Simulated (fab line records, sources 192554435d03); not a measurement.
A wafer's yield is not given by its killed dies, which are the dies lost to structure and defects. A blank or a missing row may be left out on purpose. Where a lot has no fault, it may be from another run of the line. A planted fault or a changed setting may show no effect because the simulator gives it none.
fab line records | flow n5_finfet
record: lots: 24 wafers: 72 last_day: 18
route steps=1938 shown BEOL_M1@764
lots untouched by any fault: they come from a run of this same line in which no faults occurred
start_h: hours from the record's first day to the start of the lot's first wafer shown | wait_h: hours from the lot's prior step to this one | " as in the row above | L1.1+2: a row that stands for several wafers | - no value, or no start given | * or withheld: withheld | < > ~ a bound
route shown NAME@n: names a module that has steps shown in the file, with the first one's number in the route | usual: mean/standard deviation taken from wafers without a fault | same: alike in all rows | chamber/n: place in a boat | sites: per-site readings | _std_site: the values' standard deviation | _edge_site: inner sites' mean taken away from outer sites' mean | radius_mm: how far each site lies from the wafer's centre | mask NAME#n: copy n | behind: the tool/chamber that last shaped the wafer | hold: reason for holding the lot/hours on hold/outcome of the hold | device: which transistor (n, p or np) failed to switch | end of line: the tests these same wafers got at the end of their route | step lacking rows: just its recipe | killed: the dies lost at the first sort to structure and to defects; this is not the yield of the wafer | map: dies across one wafer; x = killed, . = not, _ = none there
set.NAME: the setting the step ran with; set.NAME@STEP: the setting that earlier step ran with | model.NAME: the simulator's own value behind a step, which no gauge read
route steps across a sampled set of lots; one table per step, one row per wafer
services: a tool's chamber out of use, with start hour (start_h, from the record's first day; less than 0 if before it), hours out, and reason
== steps ==
step: N5_BEOL_M1_CD_MEAS_11
recipe: target_cd_nm: 17.05 landing_energy_ev: 500 detector: se_inlens polarity: opening
usual: cd_nm: 17.04/0.25
columns lot.wafer tool chamber start_h wait_h cd_nm
L074.1 cd_sem-01 0 125.71 - 16.99
L074.2 " 0 " " 16.99
L074.3 " 0 " " 16.85
L077.3 cd_sem-01 0 141.35 - 17.24
L077.4 " 0 " " 17.19
L077.6 " 0 " " 17.13
L075.3 cd_sem-03 0 142.17 - 16.87
L075.4 " 0 " " 17.18
L075.6 " 0 " " 16.98
L076.3 cd_sem-01 0 143.61 - 17.15
L076.4 " 0 " " 16.88
L076.6 " 0 " " 16.39
L078.2 cd_sem-01 0 146.46 - 17.34
L078.4 " 0 " " 17.31
L078.5 " 0 " " 16.99
L079.3 cd_sem-03 0 148.73 - 16.86
L079.4 " 0 " " 16.98
L079.6 " 0 " " 16.52
L080.1 cd_sem-01 0 157.71 - 16.97
L080.4 " 0 " " 16.52
L080.6 " 0 " " 17.14
L081.1 cd_sem-01 0 165.16 - 17.03
L081.2 " 0 " " 17.11
L081.5 " 0 " " 16.87
L082.1 cd_sem-02 0 169.92 - 17.35
L082.4 " 0 " " 17.33
L082.5 " 0 " " 16.73
L083.1 cd_sem-02 0 181.54 - 16.62
L083.2 " 0 " " 17.52
L083.5 " 0 " " 17.24
L085.2 cd_sem-02 0 196.73 - 17.13
L085.4 " 0 " " 16.49
L085.6 " 0 " " 17.20
L086.1 cd_sem-03 0 200.01 - 17.03
L086.2 " 0 " " 16.43
L086.4 " 0 " " 16.76
L084.1 cd_sem-02 0 202.50 - 16.87
L084.5 " 0 " " 17.08
L084.6 " 0 " " 17.13
L087.1 cd_sem-02 0 207.32 - 16.94
L087.2 " 0 " " 17.34
L087.6 " 0 " " 17.11
L088.2 cd_sem-03 0 207.55 - 16.61
L088.5 " 0 " " 16.97
L088.6 " 0 " " 17.11
L090.2 cd_sem-03 0 219.23 - 17.29
L090.3 " 0 " " 17.54
L090.4 " 0 " " 17.30
L089.3 cd_sem-03 0 221.60 - 16.87
L089.4 " 0 " " 16.83
L089.5 " 0 " " 17.14
L091.1 cd_sem-01 0 228.93 - 17.44
L091.3 " 0 " " 16.83
L091.4 " 0 " " 16.73
L092.2 cd_sem-01 0 238.08 - 17.01
L092.5 " 0 " " 17.13
L092.6 " 0 " " 17.49
L093.1 cd_sem-01 0 238.27 - 17.00
L093.2 " 0 " " 16.99
L093.3 " 0 " " 17.18
L094.4 cd_sem-02 0 245.24 - 16.79
L094.5 " 0 " " 17.02
L094.6 " 0 " " 16.76
L095.2 cd_sem-01 0 246.45 - 16.77
L095.4 " 0 " " 17.83
L095.5 " 0 " " 17.09
L096.1 cd_sem-03 0 252.26 - 16.86
L096.2 " 0 " " 16.79
L096.4 " 0 " " 17.11
L097.4 cd_sem-03 0 266.68 - 16.80
L097.5 " 0 " " 17.24
L097.6 " 0 " " 17.50
step: N5_BEOL_M1_HM_OPEN_17
recipe: chemistry: Cl2/BCl3 target_depth_a: 200 overetch_a: 60 target: TiN mask_material: SOC ion_energy_ev: 150 pressure_mtorr: 10 icp_w: 1000 bias_w: 126 Cl2_flow_sccm: 53.25 bcl3_flow_sccm: 21.75 Ar_flow_sccm: 25
usual: chamber_pressure_mTorr: 10.001/0.0092 drypump_motor_current_A: 5.8/0.4 oes_product_au: 0.63/0.096 throttle_valve_pct: 22.35/0.2
columns lot.wafer tool chamber start_h wait_h chamber_pressure_mTorr drypump_motor_current_A oes_product_au rf_hours_counter_h throttle_valve_pct
L074.1 rie_metal-02 0 126.08 0.0 9.998 6.1 0.81 4 22.01
L074.2 " 1 " " 10.004 5.5 0.60 81 22.46
L074.3 " 0 " " 9.993 6.1 0.81 - 21.98
L077.3 rie_metal-03 0 141.75 0.1 9.987 6.0 0.71 - 22.50
L077.4 " 1 " " 9.992 6.0 0.52 - 22.18
L077.6 " 0 " " 10.004 6.1 0.70 - 22.53
L075.3 rie_metal-02 1 142.62 0.1 10.020 5.5 0.60 - 22.49
L075.4 " 0 " " 9.992 6.1 0.81 - 21.98
L075.6 " 0 " " 10.001 6.1 0.80 - 22.02
L076.3 rie_metal-02 0 144.01 0.1 9.987 6.1 0.80 - 22.02
L076.4 " 1 " " 10.007 5.5 0.60 - 22.47
L076.6 " 0 " " 10.015 6.1 0.81 - 21.97
L078.2 rie_metal-03 0 146.84 0.0 10.003 6.0 0.72 22 22.50
L078.4 " 1 " " 10.009 6.0 0.53 - 22.15
L078.5 " 1 " " 10.008 6.0 0.53 - 22.16
L079.3 rie_metal-03 0 149.13 0.1 10.010 6.1 0.71 - 22.48
L079.4 " 1 " " 10.014 6.0 0.53 - 22.16
L079.6 " 0 " " 10.011 6.0 0.71 - 22.51
L080.1 rie_metal-03 0 158.23 0.0 10.020 6.0 0.71 23 22.51
L080.4 " 1 " " 9.992 6.0 0.53 - 22.16
L080.6 " 0 " " 9.996 6.0 0.72 - 22.50
L081.1 rie_metal-03 1 165.53 0.0 10.018 6.0 0.54 117 22.17
L081.2 " 0 " " 10.011 6.0 0.71 23 22.50
L081.5 " 1 " " 9.990 6.0 0.53 - 22.15
L082.1 rie_metal-02 1 170.29 0.0 10.009 5.5 0.60 84 22.48
L082.4 " 0 " " 10.004 6.1 0.79 - 22.01
L082.5 " 0 " " 10.004 6.1 0.79 - 22.00
L083.1 rie_metal-02 1 181.92 0.0 10.008 5.5 0.60 86 22.48
L083.2 " 0 " " 10.003 6.1 0.79 9 22.00
L083.5 " 0 " " 10.019 6.1 0.80 - 22.00
L085.2 rie_metal-02 0 197.10 0.0 10.005 6.1 0.77 10 22.02
L085.4 " 1 " " 9.997 5.5 0.59 - 22.49
L085.6 " 0 " " 10.015 6.1 0.78 - 22.00
L086.1 rie_metal-03 1 200.38 0.0 10.002 6.0 0.53 121 22.18
L086.2 " 0 " " 9.997 6.1 0.70 26 22.50
L086.4 " 1 " " 10.011 6.0 0.54 - 22.17
L084.1 rie_metal-01 0 202.94 0.0 10.004 4.9 0.54 123 22.52
L084.5 " 0 " " 10.012 4.9 0.54 - 22.51
L084.6 " 1 " " 10.004 6.1 0.59 - 22.44
L087.1 rie_metal-01 1 207.98 0.0 10.005 6.0 0.58 92 22.43
L087.2 " 0 " " 9.993 4.9 0.53 124 22.52
L087.6 " 1 " " 10.006 6.0 0.59 - 22.43
L088.2 rie_metal-02 0 208.00 0.0 9.990 6.1 0.77 12 22.02
L088.5 " 1 " " 10.002 5.5 0.59 - 22.48
L088.6 " 0 " " 9.998 6.1 0.77 - 22.01
L090.2 rie_metal-01 0 219.59 0.0 9.984 4.9 0.54 124 22.52
L090.3 " 1 " " 10.007 6.0 0.59 - 22.42
L090.4 " 0 " " 10.005 4.9 0.53 - 22.51
L089.3 rie_metal-03 1 222.00 0.1 9.988 6.0 0.52 - 22.18
L089.4 " 0 " " 9.996 6.0 0.69 - 22.52
L089.5 " 1 " " 10.009 6.0 0.52 - 22.20
L091.1 rie_metal-01 0 229.30 0.0 10.001 4.9 0.53 124 22.51
L091.3 " 0 " " 9.987 4.9 0.53 - 22.53
L091.4 " 1 " " 10.009 6.0 0.58 - 22.45
L092.2 rie_metal-02 0 238.46 0.0 10.002 6.1 0.76 14 22.01
L092.5 " 1 " " 9.998 5.5 0.58 - 22.52
L092.6 " 0 " " 10.001 6.1 0.76 - 22.03
L093.1 rie_metal-03 0 238.72 0.0 9.995 6.1 0.69 29 22.50
L093.2 " 1 " " 9.999 6.0 0.52 124 22.18
L093.3 " 1 " " 10.022 6.0 0.52 - 22.21
L094.4 rie_metal-01 1 245.64 0.1 10.016 6.0 0.59 - 22.44
L094.5 " 1 " " 10.004 6.0 0.58 - 22.43
L094.6 " 0 " " 9.993 4.9 0.53 - 22.51
L095.2 rie_metal-01 1 246.82 0.0 9.999 6.0 0.57 96 22.46
L095.4 " 0 " " 9.978 4.9 0.52 - 22.55
L095.5 " 0 " " 10.002 4.9 0.52 - 22.53
L096.1 rie_metal-02 0 252.64 0.0 9.999 6.1 0.75 15 22.02
L096.2 " 1 " " 10.006 5.5 0.58 92 22.48
L096.4 " 1 " " 10.002 5.5 0.58 - 22.50
L097.4 rie_metal-03 0 267.14 0.1 10.000 6.0 0.69 - 22.52
L097.5 " 0 " " 9.990 6.1 0.68 - 22.55
L097.6 " 0 " " 10.007 6.1 0.69 - 22.52
step: N5_BEOL_M1_CD_MEAS_28
recipe: landing_energy_ev: 500 detector: se_inlens target_cd_y_nm: 23.3
usual: cd_nm: 23.89/0.25
columns lot.wafer tool chamber start_h wait_h cd_nm
L074.1 cd_sem-02 0 126.71 - 24.17
L074.2 " 0 " " 24.10
L074.3 " 0 " " 24.03
L077.3 cd_sem-02 0 142.24 - 23.30
L077.4 " 0 " " 23.73
L077.6 " 0 " " 23.85
L075.3 cd_sem-03 0 143.21 - 24.03
L075.4 " 0 " " 24.45
L075.6 " 0 " " 23.98
L076.3 cd_sem-01 0 144.49 - 23.99
L076.4 " 0 " " 24.00
L076.6 " 0 " " 24.03
L078.2 cd_sem-01 0 147.48 - 23.91
L078.4 " 0 " " 23.74
L078.5 " 0 " " 23.53
L079.3 cd_sem-01 0 149.60 - 23.93
L079.4 " 0 " " 23.52
L079.6 " 0 " " 23.81
L080.1 cd_sem-02 0 158.85 - 23.58
L080.4 " 0 " " 23.74
L080.6 " 0 " " 24.41
L081.1 cd_sem-03 0 166.03 - 23.63
L081.2 " 0 " " 23.81
L081.5 " 0 " " 23.70
L082.1 cd_sem-02 0 170.92 - 23.85
L082.4 " 0 " " 23.78
L082.5 " 0 " " 24.19
L083.1 cd_sem-01 0 182.41 - 23.50
L083.2 " 0 " " 23.59
L083.5 " 0 " " 23.83
L085.2 cd_sem-01 0 197.75 - 23.22
L085.4 " 0 " " 23.59
L085.6 " 0 " " 23.51
L086.1 cd_sem-03 0 201.00 - 23.92
L086.2 " 0 " " 23.62
L086.4 " 0 " " 23.89
L084.1 cd_sem-03 0 203.45 - 24.01
L084.5 " 0 " " 23.91
L084.6 " 0 " " 24.25
L087.1 cd_sem-03 0 208.47 - 23.69
L087.2 " 0 " " 24.20
L087.6 " 0 " " 24.04
L088.2 cd_sem-02 0 208.53 - 23.94
L088.5 " 0 " " 23.76
L088.6 " 0 " " 23.99
L090.2 cd_sem-01 0 220.22 - 23.73
L090.3 " 0 " " 23.87
L090.4 " 0 " " 23.97
L089.3 cd_sem-02 0 222.69 - 23.76
L089.4 " 0 " " 24.15
L089.5 " 0 " " 23.89
L091.1 cd_sem-01 0 229.92 - 23.86
L091.3 " 0 " " 23.89
L091.4 " 0 " " 23.89
L092.2 cd_sem-03 0 239.08 - 23.52
L092.5 " 0 " " 23.58
L092.6 " 0 " " 24.02
L093.1 cd_sem-03 0 239.35 - 24.01
L093.2 " 0 " " 24.21
L093.3 " 0 " " 24.08
L094.4 cd_sem-03 0 246.28 - 24.47
L094.5 " 0 " " 24.22
L094.6 " 0 " " 24.60
L095.2 cd_sem-03 0 247.45 - 23.80
L095.4 " 0 " " 23.84
L095.5 " 0 " " 24.09
L096.1 cd_sem-03 0 253.13 - 24.12
L096.2 " 0 " " 23.78
L096.4 " 0 " " 24.22
L097.4 cd_sem-01 0 267.64 - 24.04
L097.5 " 0 " " 23.92
L097.6 " 0 " " 23.97
step: N5_BEOL_M1_OVL_MEAS_29
recipe: points_per_wafer: 522
usual: V0_OVL: -0.8/0.6
columns lot.wafer tool chamber start_h wait_h V0_OVL[nm]
L074.1 overlay-01 0 126.74 0.0 -2.1
L074.2 " 0 " " -2.1
L074.3 " 0 " " -1.9
L077.3 overlay-01 0 142.28 0.0 -0.1
L077.4 " 0 " " 0.1
L077.6 " 0 " " 0.0
L075.3 overlay-01 0 143.25 0.0 -1.0
L075.4 " 0 " " -1.6
L075.6 " 0 " " -1.0
L076.3 overlay-01 0 144.53 0.0 -1.2
L076.4 " 0 " " -0.3
L076.6 " 0 " " -0.7
L078.2 overlay-01 0 147.51 0.0 -0.6
L078.4 " 0 " " 0.0
L078.5 " 0 " " -0.9
L079.3 overlay-02 0 149.64 0.0 -1.0
L079.4 " 0 " " -0.4
L079.6 " 0 " " -0.1
L080.1 overlay-02 0 158.89 0.0 -1.7
L080.4 " 0 " " -1.6
L080.6 " 0 " " -0.7
L081.1 overlay-01 0 166.06 0.0 -0.6
L081.2 " 0 " " -0.8
L081.5 " 0 " " -0.8
L082.1 overlay-02 0 170.95 0.0 -1.6
L082.4 " 0 " " -1.1
L082.5 " 0 " " -1.5
L083.1 overlay-01 0 182.44 0.0 -1.5
L083.2 " 0 " " -1.3
L083.5 " 0 " " -0.7
L085.2 overlay-01 0 197.79 0.0 -0.4
L085.4 " 0 " " -0.7
L085.6 " 0 " " -0.3
L086.1 overlay-01 0 201.03 0.0 -0.4
L086.2 " 0 " " -0.2
L086.4 " 0 " " -0.6
L084.1 overlay-02 0 203.48 0.0 -0.3
L084.5 " 0 " " -0.8
L084.6 " 0 " " -0.6
L087.1 overlay-02 0 208.51 0.0 -0.8
L087.2 " 0 " " -0.8
L087.6 " 0 " " -1.4
L088.2 overlay-01 0 208.57 0.0 -0.6
L088.5 " 0 " " -0.8
L088.6 " 0 " " 0.2
L090.2 overlay-01 0 220.26 0.0 -0.9
L090.3 " 0 " " -1.5
L090.4 " 0 " " -1.1
L089.3 overlay-01 0 222.73 0.0 -1.8
L089.4 " 0 " " -0.6
L089.5 " 0 " " 0.0
L091.1 overlay-01 0 229.95 0.0 -1.3
L091.3 " 0 " " -0.9
L091.4 " 0 " " -1.1
L092.2 overlay-02 0 239.12 0.0 -0.6
L092.5 " 0 " " 0.8
L092.6 " 0 " " -0.6
L093.1 overlay-02 0 239.38 0.0 -1.1
L093.2 " 0 " " -0.2
L093.3 " 0 " " -1.1
L094.4 overlay-01 0 246.33 0.0 0.6
L094.5 " 0 " " -0.6
L094.6 " 0 " " -0.7
L095.2 overlay-02 0 247.48 0.0 -0.1
L095.4 " 0 " " -0.5
L095.5 " 0 " " -0.8
L096.1 overlay-02 0 253.17 0.0 0.3
L096.2 " 0 " " -0.4
L096.4 " 0 " " -0.8
L097.4 overlay-02 0 267.69 0.0 -1.3
L097.5 " 0 " " -0.4
L097.6 " 0 " " -0.6
step: N5_BEOL_M1_ANNEAL_80
recipe: temp_c: 400 time_s: 240 ambient: vacuum
usual: heater_power_w: 873/150
columns lot.wafer tool chamber start_h wait_h heater_power_w
L074.1 pvd_sputter-01 - 136.94 0.0 828
L074.2 " - " " 843
L074.3 " - " " 717
L077.3 pvd_sputter-02 - 145.75 0.0 937
L077.4 " - " " 1023
L077.6 " - " " 1047
L075.3 pvd_sputter-01 - 148.51 0.0 833
L075.4 " - " " 723
L075.6 " - " " 721
L076.3 pvd_sputter-02 - 148.74 0.0 1018
L076.4 " - " " 706
L076.6 " - " " 921
L078.2 pvd_sputter-02 - 151.79 0.0 1083
L078.4 " - " " 917
L078.5 " - " " 1044
L080.1 pvd_sputter-02 - 162.44 0.0 705
L080.4 " - " " 1035
L080.6 " - " " 1024
L079.3 pvd_sputter-03 - 162.62 0.0 691
L079.4 " - " " 762
L079.6 " - " " 753
L081.1 pvd_sputter-03 - 169.72 0.0 1163
L081.2 " - " " 825
L081.5 " - " " 764
L082.1 pvd_sputter-03 - 176.15 0.0 758
L082.4 " - " " 1218
L082.5 " - " " 832
L083.1 pvd_sputter-02 - 188.79 0.0 1051
L083.2 " - " " 698
L083.5 " - " " 935
L085.2 pvd_sputter-01 - 202.26 0.0 854
L085.4 " - " " 820
L085.6 " - " " 804
L086.1 pvd_sputter-01 - 211.52 0.0 723
L086.2 " - " " 841
L086.4 " - " " 811
L084.1 pvd_sputter-02 - 214.69 0.0 700
L084.5 " - " " 981
L084.6 " - " " 1015
L087.1 pvd_sputter-03 - 214.76 0.0 784
L087.2 " - " " 849
L087.6 " - " " 1186
L088.2 pvd_sputter-01 - 216.58 0.0 829
L088.5 " - " " 817
L088.6 " - " " 816
L090.2 pvd_sputter-01 - 222.38 0.0 846
L090.3 " - " " 798
L090.4 " - " " 819
L089.3 pvd_sputter-03 - 224.91 0.0 856
L089.4 " - " " 694
L089.5 " - " " 1200
L091.1 pvd_sputter-03 - 231.95 0.0 1192
L091.3 " - " " 676
L091.4 " - " " 826
L092.2 pvd_sputter-03 - 242.39 0.0 822
L092.5 " - " " 1184
L092.6 " - " " 774
L093.1 pvd_sputter-02 - 242.50 0.0 925
L093.2 " - " " 1048
L093.3 " - " " 1000
L094.4 pvd_sputter-03 - 249.83 0.0 786
L094.5 " - " " 1204
L094.6 " - " " 778
L095.2 pvd_sputter-01 - 254.37 0.0 812
L095.4 " - " " 837
L095.5 " - " " 708
L096.1 pvd_sputter-02 - 256.18 0.0 911
L096.2 " - " " 1011
L096.4 " - " " 1043
L097.4 pvd_sputter-01 - 272.48 0.0 827
L097.5 " - " " 845
L097.6 " - " " 820
step: N5_BEOL_M1_THK_MEAS_53
recipe: thk_meas_gauge: xrf reads: Cu_of_BEOL_M1_ECD_50
usual: M1_THK: 39.8/1.7
columns lot.wafer tool chamber start_h wait_h M1_THK[nm]
L074.1 film_metro-01 - 139.19 - 39.7
L074.2 " - " " 39.4
L074.3 " - " " 37.8
L077.3 film_metro-02 - 148.27 - 38.0
L077.4 " - " " 37.3
L077.6 " - " " 38.3
L076.3 film_metro-01 - 150.99 - 36.2
L076.4 " - " " 38.4
L076.6 " - " " 37.9
L075.3 film_metro-02 - 151.03 - 41.2
L075.4 " - " " 40.6
L075.6 " - " " 40.8
L078.2 film_metro-01 - 154.04 - 39.4
L078.4 " - " " 39.5
L078.5 " - " " 42.2
L080.1 film_metro-01 - 164.68 - 40.0
L080.4 " - " " 41.9
L080.6 " - " " 39.0
L079.3 film_metro-01 - 164.91 - 39.0
L079.4 " - " " 40.0
L079.6 " - " " 39.9
L081.1 film_metro-01 - 171.97 - 37.2
L081.2 " - " " 37.0
L081.5 " - " " 38.7
L082.1 film_metro-02 - 178.55 - 36.9
L082.4 " - " " 38.8
L082.5 " - " " 41.7
L083.1 film_metro-02 - 191.05 0.3 36.3
L083.2 " - " " 37.9
L083.5 " - " " 41.8
L085.2 film_metro-01 - 205.00 - 39.6
L085.4 " - " " 42.1
L085.6 " - " " 42.3
L086.1 film_metro-01 - 213.77 - 38.7
L086.2 " - " " 38.1
L086.4 " - " " 39.6
L084.1 film_metro-01 - 216.94 - 41.4
L084.5 " - " " 41.6
L084.6 " - " " 43.1
L087.1 film_metro-02 - 217.22 - 40.6
L087.2 " - " " 39.1
L087.6 " - " " 42.8
L088.2 film_metro-01 - 218.83 - 40.5
L088.5 " - " " 41.5
L088.6 " - " " 40.2
L090.2 film_metro-02 - 224.63 - 40.2
L090.3 " - " " 39.6
L090.4 " - " " 39.2
L089.3 film_metro-01 - 227.16 - 40.5
L089.4 " - " " 43.2
L089.5 " - " " 43.4
L091.1 film_metro-02 - 234.19 - 37.9
L091.3 " - " " 39.1
L091.4 " - " " 39.1
L092.2 film_metro-01 - 244.64 - 39.4
L092.5 " - " " 40.7
L092.6 " - " " 41.4
L093.1 film_metro-01 - 245.00 - 39.1
L093.2 " - " " 40.2
L093.3 " - " " 39.2
L094.4 film_metro-02 - 252.08 - 42.1
L094.5 " - " " 41.3
L094.6 " - " " 41.6
L095.2 film_metro-01 - 256.62 - 39.3
L095.4 " - " " 42.8
L095.5 " - " " 42.4
L096.1 film_metro-01 - 258.44 - 42.2
L096.2 " - " " 42.3
L096.4 " - " " 41.0
L097.4 film_metro-02 - 274.75 0.3 39.3
L097.5 " - " " 39.4
L097.6 " - " " 39.2
== services ==
columns tool chamber start_h hours kind
pvd_sputter-03 - 124.48 12.1 repair
pvd_sputter-01 - 129.67 3.7 repair
rie_metal-01 1 141.20 28.3 repair
pvd_sputter-03 - 150.18 7.7 repair
rie_metal-01 0 167.21 9.9 repair
rie_metal-03 1 243.22 - clean
rie_metal-03 1 243.22 25.3 scheduled_down
rie_metal-03 1 243.22 25.3 vent_cycle
rie_metal-03 - 245.41 2.8 pm
rie_metal-01 0 247.21 - clean
rie_metal-01 0 247.21 23.1 scheduled_down
rie_metal-01 0 247.21 23.1 vent_cycle
== key ==
fault none
